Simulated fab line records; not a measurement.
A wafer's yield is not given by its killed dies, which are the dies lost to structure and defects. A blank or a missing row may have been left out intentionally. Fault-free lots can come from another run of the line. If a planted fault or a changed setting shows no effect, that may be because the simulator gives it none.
Matching of chambers :: flow n5Finfet :: N5_BEOL_M7_CURE_74 on uvCure-03 has 3 sister chambers
The step cures SiCOH lowk, time 240 s. 20 wafers are shown with their chamber, then 10 later ones without.

== WAFERS PAIRED WITH THEIR CHAMBERS ==
wafer: L074.1
chamber: 1
wafer_temp_C_max: 386.0
lampPowerPct (%): 52.39

wafer: L074.3
chamber: 1
wafer_temp_C_max: 386.2
lampPowerPct (%): 52.31

wafer: L074.4
chamber: 1
wafer_temp_C_max: 386.2
lampPowerPct (%): 52.24

wafer: L077.1
chamber: 1
wafer_temp_C_max: 386.5
lampPowerPct (%): 52.33

wafer: L077.4
chamber: 1
wafer_temp_C_max: 386.0
lampPowerPct (%): 52.31

wafer: L077.5
chamber: 1
wafer_temp_C_max: 386.5
lampPowerPct (%): 52.32

wafer: L076.1
chamber: 2
wafer_temp_C_max: 386.6
lampPowerPct (%): 52.44

wafer: L076.2
chamber: 2
wafer_temp_C_max: 386.9
lampPowerPct (%): 52.33

wafer: L076.4
chamber: 2
wafer_temp_C_max: 386.5
lampPowerPct (%): 52.32

wafer: L087.1
chamber: 0
wafer_temp_C_max: 386.0
lampPowerPct (%): 52.32

wafer: L087.5
chamber: 0
wafer_temp_C_max: 386.2
lampPowerPct (%): 52.18

wafer: L087.6
chamber: 0
wafer_temp_C_max: 386.0
lampPowerPct (%): 52.42

wafer: L090.2
chamber: 0
wafer_temp_C_max: 386.2
lampPowerPct (%): 52.25

wafer: L090.3
chamber: 0
wafer_temp_C_max: 386.0
lampPowerPct (%): 52.26

wafer: L090.5
chamber: 0
wafer_temp_C_max: 386.3
lampPowerPct (%): 52.33

wafer: L093.3
chamber: 0
wafer_temp_C_max: 386.1
lampPowerPct (%): 52.21

wafer: L093.5
chamber: 0
wafer_temp_C_max: 386.6
lampPowerPct (%): 52.32

wafer: L093.6
chamber: 0
wafer_temp_C_max: 385.9
lampPowerPct (%): 52.24

wafer: L094.1
chamber: 2
wafer_temp_C_max: 386.3
lampPowerPct (%): 52.27

wafer: L094.4
chamber: 2
wafer_temp_C_max: 386.0
lampPowerPct (%): 52.40

SIGNATURES, as means of the wafers listed above
reading: wafer_temp_C_max
chamber 0: 386.144
chamber 1: 386.233
chamber 2: 386.460
scatter within a chamber: 0.251

reading: lampPowerPct
chamber 0: 52.2811
chamber 1: 52.3167
chamber 2: 52.3520
scatter within a chamber: 0.0655
Rule: a wafer's distance from a chamber is the root of the sum, over the readings, of the square of ((its reading less the chamber's mean) divided by the reading's scatter). If the next closest chamber is less than 2 further off than the closest, the wafer can't be placed; otherwise it belongs to the closest. The scatter is the square root of a quotient: the sum, over the shown wafers, of each reading's squared deviation from its chamber's mean, divided by wafers minus chambers.

== WAFERS WITHOUT THEIR CHAMBER ==
wafer: L094.6
wafer_temp_C_max: 386.0
lampPowerPct (%): 52.36

wafer: L094.2
wafer_temp_C_max: 386.1
lampPowerPct (%): 52.27

wafer: L094.3
wafer_temp_C_max: 386.8
lampPowerPct (%): 52.37

wafer: L094.5
wafer_temp_C_max: 386.5
lampPowerPct (%): 52.39

wafer: L096.2
wafer_temp_C_max: 386.2
lampPowerPct (%): 52.39

wafer: L096.4
wafer_temp_C_max: 386.2
lampPowerPct (%): 52.32

wafer: L096.5
wafer_temp_C_max: 386.6
lampPowerPct (%): 52.41

wafer: L091.3
wafer_temp_C_max: 386.1
lampPowerPct (%): 52.31

wafer: L091.4
wafer_temp_C_max: 386.5
lampPowerPct (%): 52.35

wafer: L091.5
wafer_temp_C_max: 386.3
lampPowerPct (%): 52.30

== WHICH CHAMBER EACH WENT THROUGH ==
wafer: L094.6
from the rows above: can't be placed: 1 or 0 or 2
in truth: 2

wafer: L094.2
from the rows above: can't be placed: 0 or 1 or 2
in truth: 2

wafer: L094.3
from the rows above: can't be placed: 2 or 1 or 0
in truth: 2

wafer: L094.5
from the rows above: can't be placed: 2 or 1 or 0
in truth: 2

wafer: L096.2
from the rows above: can't be placed: 1 or 2 or 0
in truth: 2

wafer: L096.4
from the rows above: can't be placed: 1 or 0 or 2
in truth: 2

wafer: L096.5
from the rows above: can't be placed: 2 or 1 or 0
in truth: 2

wafer: L091.3
from the rows above: can't be placed: 0 or 1 or 2
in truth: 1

wafer: L091.4
from the rows above: can't be placed: 2 or 1 or 0
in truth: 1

wafer: L091.5
from the rows above: can't be placed: 1 or 0 or 2
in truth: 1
Placed correctly: 0 of 10. Not placeable from these rows: 10 (in 10, the candidates include the true chamber). Wrongly placed: 0.
